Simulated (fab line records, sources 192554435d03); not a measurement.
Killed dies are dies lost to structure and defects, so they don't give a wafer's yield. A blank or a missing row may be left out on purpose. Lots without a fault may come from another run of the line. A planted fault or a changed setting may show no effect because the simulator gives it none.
Chamber matching | flow n5_finfet | N5_GATE_CUT_STRIP_41 on rie_diel-03: 4 sister chambers
The step strips in CF4. 27 wafers are shown with their chamber, then 12 later ones without.

WAFERS WITH THEIR CHAMBER
wafer  | chamber | drypump_motor_current_A (A) | showerhead_plenum_p_Torr (Torr) | throttle_valve_pct (%)
L075.3 | 0       | 5.9                         | 1.80                            | 13.63
L075.5 | 1       | 6.1                         | 1.77                            | 13.32
L075.6 | 2       | 5.1                         | 1.74                            | 13.61
L078.1 | 0       | 5.9                         | 1.80                            | 13.65
L078.2 | 3       | 5.4                         | 1.85                            | 13.64
L078.3 | 2       | 5.0                         | 1.74                            | 13.64
L078.4 | 1       | 6.1                         | 1.77                            | 13.34
L078.5 | 3       | 5.4                         | 1.85                            | 13.65
L078.6 | 2       | 5.0                         | 1.74                            | 13.63
L079.3 | 3       | 5.4                         | 1.85                            | 13.64
L079.5 | 2       | 5.0                         | 1.74                            | 13.62
L079.6 | 3       | 5.4                         | 1.85                            | 13.64
L080.1 | 0       | 5.9                         | 1.79                            | 13.66
L080.4 | 1       | 6.1                         | 1.77                            | 13.35
L080.5 | 2       | 5.0                         | 1.74                            | 13.64
L081.2 | 1       | 6.1                         | 1.77                            | 13.35
L081.4 | 3       | 5.4                         | 1.85                            | 13.64
L081.6 | 2       | 5.1                         | 1.74                            | 13.64
L083.1 | 2       | 5.1                         | 1.74                            | 13.64
L083.2 | 3       | 5.4                         | 1.85                            | 13.65
L083.3 | 1       | 6.1                         | 1.77                            | 13.34
L083.4 | 0       | 5.9                         | 1.79                            | 13.66
L083.5 | 0       | 5.9                         | 1.79                            | 13.66
L083.6 | 3       | 5.4                         | 1.85                            | 13.65
L090.1 | 2       | 5.0                         | 1.74                            | 13.65
L090.4 | 1       | 6.1                         | 1.76                            | 13.39
L090.6 | 1       | 6.1                         | 1.76                            | 13.39

SIGNATURES (means of the wafers above)
reading                  | chamber 0 | chamber 1 | chamber 2 | chamber 3 | scatter within a chamber
drypump_motor_current_A  | 5.900     | 6.100     | 5.037     | 5.400     | 0.0286
showerhead_plenum_p_Torr | 1.7940    | 1.7671    | 1.7400    | 1.8500    | 0.00338
throttle_valve_pct       | 13.6520   | 13.3543   | 13.6338   | 13.6443   | 0.0164
Rule: a wafer's distance from a chamber is the root of the sum, over the readings, of the square of ((its reading less the chamber's mean) divided by the reading's scatter). The wafer belongs to the nearest chamber; if the next one is less than 2 further off, it can't be placed. The scatter: the root of (the sum of the squares of (reading less its chamber's mean) over the shown wafers, divided by (wafers less chambers)).

WAFERS WITHOUT THEIR CHAMBER
wafer  | drypump_motor_current_A (A) | showerhead_plenum_p_Torr (Torr) | throttle_valve_pct (%)
L091.1 | 5.4                         | 1.85                            | 13.67
L091.3 | 6.1                         | 1.76                            | 13.37
L091.4 | 5.4                         | 1.85                            | 13.67
L092.2 | 5.4                         | 1.84                            | 13.65
L092.4 | 5.1                         | 1.73                            | 13.70
L092.6 | 6.1                         | 1.76                            | 13.38
L094.2 | 5.9                         | 1.79                            | 13.70
L094.3 | 6.1                         | 1.76                            | 13.40
L094.5 | 6.1                         | 1.76                            | 13.39
L097.2 | 5.0                         | 1.73                            | 13.69
L097.3 | 5.4                         | 1.84                            | 13.71
L097.6 | 6.1                         | 1.76                            | 13.42

WHICH CHAMBER EACH WENT THROUGH
wafer  | from the rows above | in truth
L091.1 | 3                   | 3
L091.3 | 1                   | 1
L091.4 | 3                   | 3
L092.2 | 3                   | 3
L092.4 | 2                   | 2
L092.6 | 1                   | 1
L094.2 | 0                   | 0
L094.3 | 1                   | 1
L094.5 | 1                   | 1
L097.2 | 2                   | 2
L097.3 | 3                   | 3
L097.6 | 1                   | 1
Placed correctly: 12 of 12. Can't be placed from these rows: 0. Placed wrongly: 0.
